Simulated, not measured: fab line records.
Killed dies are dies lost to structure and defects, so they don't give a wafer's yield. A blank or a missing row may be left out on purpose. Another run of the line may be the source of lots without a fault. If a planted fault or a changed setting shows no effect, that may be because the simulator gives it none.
Problem report, 8D (eight disciplines) form, completed by code	flow n5-finfet	the parts of the form that need people (team, actions taken, sign-off) are left out

1. THE PROBLEM
Wafers without a fault read 40.00 nm, standard deviation 0.25; cd-nm at N5_BEOL_M6_CD_MEAS_28 reads a mean of 41.50 nm on 6 wafers belonging to 3 lots. Relative to the usual mean, that is a shift of +6.0 standard deviations.
The step: target cd 40 nm.
Earliest sighting: wafer L751.2 on cd-sem-02 at day 12 03:32. The record holds 33 wafers of 11 lots with a number at this step. Rule for "out", or "out of limits": more than 4 standard deviations from the usual mean. All remaining wafers that have a number are taken as sound.

2. WHAT IT IS, WHAT IT ISN'T
question	is	is not
which readings at this step	cd-nm	-
which lots	L751, L753, L754	L741, L742, L743, L745, L747, L748, L752, L755
which wafers of those lots	L751.2, L751.4, L753.2, L753.5, L754.2, L754.5	L751.3, L753.3, L754.3
read on which gauges	cd-sem-01, cd-sem-02	cd-sem-03
when	from day 12 03:32	up to then (22 sound wafers); but 5 sound wafers of L753, L754, L755 came after

3. WHAT RULES OUT EACH SUSPECT
Counting: a tool at a process step up to the reading stays a suspect if it ran every lot that is out. Sound lots after the first of them don't rule it out here, since some wafers of a struck lot are sound.
- the gauge at N5_BEOL_M6_CD_MEAS_28 has been ruled out. Those wafers that are out were read across 2 gauges (cd-sem-01, cd-sem-02).
- euv-scanner-01 at N5_BEOL_M6_EXPOSE_25 (exposes mask V5, target cd 40 nm): kept. Ran every lot that is out, first one L751 (day 12 03:25); last sound lot up to then L748 (day 10 12:10).
Left after counting: euv-scanner-01 at N5_BEOL_M6_EXPOSE_25.

4. THE CAUSE (what the simulator had put in)
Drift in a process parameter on euv-scanner-01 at N5_BEOL_M6_EXPOSE_25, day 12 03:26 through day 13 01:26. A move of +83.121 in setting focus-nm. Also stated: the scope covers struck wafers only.
Only this tool survived the counting.

5. THE EFFECT CHAIN, in route order
Each row: a reading whose mean over the struck wafers that have a number lies more than 3 standard deviations from the usual. Readings are gone through only where the record gives a usual standard deviation; hours: the median, over the lots, of the time from a lot's start at the first step in this table giving one to that lot's start at this step; sigmas: the change measured in usual standard deviations.
hours	step	reading	usual	on struck wafers	change	sigmas
0	N5_BEOL_M6_CD_MEAS_28	cd-nm	40.00 nm	41.50	+1.50	+6.0
Later measuring or inspecting steps at which every struck wafer that the step has a row for has a number for every such reading, and none has moved that far: N5_BEOL_M6_INSPECT_30.

6. HOW IT WOULD HAVE BEEN CAUGHT EARLIER
In this record the first reading out of limits at a measuring or inspecting step was taken at day 12 03:32, 0 hours after the fault began at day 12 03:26.
No tool reading at N5_BEOL_M6_EXPOSE_25 that has a usual standard deviation in the record was out on any struck wafer, so an alarm limit of 4 standard deviations on those readings would not have fired.
Among the 3 lots that are out, L753 began N5_BEOL_M6_EXPOSE_25 on euv-scanner-01 after day 12 03:32. Holding the tool at that time would have saved it.
